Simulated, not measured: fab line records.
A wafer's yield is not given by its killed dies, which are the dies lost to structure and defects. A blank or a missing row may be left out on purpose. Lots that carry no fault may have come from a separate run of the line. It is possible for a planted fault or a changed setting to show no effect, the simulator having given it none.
Commonality check across tools    flow nand_harc    Lots sampled 12, wafers sampled 36

== WHY IT WAS OPENED ==
At NHARC_P_ZERO_WELL_INSPECT_43 the reading raw_defect_count is flagged on 3 of 12 lots. Fault-free wafers read 13, with a standard deviation of 5.9.
Rule: a lot is flagged when every wafer of it that has a number lies more than 4 standard deviations from that mean, or none has a number. The rest of the lots are taken to be sound.

lot   measured     on                 raw_defect_count, wafer by wafer  flag
L306  day 2 01:27  defect_inspect-02  14 23 11                          
L308  day 2 13:34  defect_inspect-02  15 15 15                          
L311  day 3 07:44  defect_inspect-01  11 14 8                           
L313  day 3 19:49  defect_inspect-01  14 20 17                          
L314  day 4 01:31  defect_inspect-02  21 16 17                          
L315  day 4 07:30  defect_inspect-02  18 18 21                          
L317  day 4 19:29  defect_inspect-02  30 14 5                           
L321  day 5 19:20  defect_inspect-01  927 938 919                       FLAGGED
L322  day 6 01:20  defect_inspect-02  875 930 923                       FLAGGED
L324  day 6 13:22  defect_inspect-01  915 920 867                       FLAGGED
L327  day 7 07:22  defect_inspect-02  18 7 18                           
L328  day 7 13:23  defect_inspect-02  7 10 3                            
On average the flagged lots read 913, which is +900 against the usual, or +99 or more standard deviations.

== TOOL THAT RAN EACH LOT ==
The record holds 1 process step before the reading, out of a route of 1159 steps. Read each cell as the tool, then ch plus the chambers that the sampled wafers visited, then the start.
lot   flag     NHARC_P_ZERO_WELL_ETCH_65
L306           rie_diel-07 ch 0,2,3, day 1 19:29
L308           rie_diel-06 ch 0,1,3, day 2 07:29
L311           rie_diel-06 ch 0,2,3, day 3 01:30
L313           rie_diel-01 ch 0,3, day 3 13:30
L314           rie_diel-07 ch 0,1,3, day 3 19:31
L315           rie_diel-01 ch 0,3, day 4 01:23
L317           rie_diel-07 ch 2,3, day 4 13:29
L321  FLAGGED  rie_diel-07 ch 1,2,3, day 5 13:29
L322  FLAGGED  rie_diel-07 ch 0,3, day 5 19:30
L324  FLAGGED  rie_diel-07 ch 0,1,2, day 6 07:22
L327           rie_diel-06 ch 1,2,3, day 7 01:22
L328           rie_diel-01 ch 0,1,3, day 7 07:21
These steps, and what they do:
- NHARC_P_ZERO_WELL_ETCH_65: etches the open film in N2/H2, target depth 80 nm, overetch 24 nm, time 87.88 s.
- NHARC_P_ZERO_WELL_INSPECT_43

== FLAGGED AGAINST TOTAL, ONE TOOL AT A TIME (gauges that did the reading follow at the end) ==
step                          tool               lots run  flagged  share of the flagged lots  sound lots run after its first flagged lot
NHARC_P_ZERO_WELL_ETCH_65     rie_diel-01        3         0        none                       -
NHARC_P_ZERO_WELL_ETCH_65     rie_diel-06        3         0        none                       -
NHARC_P_ZERO_WELL_ETCH_65     rie_diel-07        6         3        all                        0
NHARC_P_ZERO_WELL_INSPECT_43  defect_inspect-01  4         2        some                       0
NHARC_P_ZERO_WELL_INSPECT_43  defect_inspect-02  8         1        some                       2 (L327,L328)

== WHAT THE TABLE ALLOWS ==
All flagged lots share 1 row of the table, namely rie_diel-07 at NHARC_P_ZERO_WELL_ETCH_65.
- rie_diel-07 at NHARC_P_ZERO_WELL_ETCH_65: 3 of its 6 lots flagged. Last sound lot L317 at day 4 13:29, first flagged lot L321 at day 5 13:29; a fault beginning in between fits.
Left over: one tool, rie_diel-07 at NHARC_P_ZERO_WELL_ETCH_65.

== WHAT HAD BEEN PUT IN BY THE SIMULATOR ==
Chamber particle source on rie_diel-07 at NHARC_P_ZERO_WELL_ETCH_65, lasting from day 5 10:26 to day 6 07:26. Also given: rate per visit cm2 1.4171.
Lots struck among those shown: L321, L322, L324. The rule above reached the same finding.
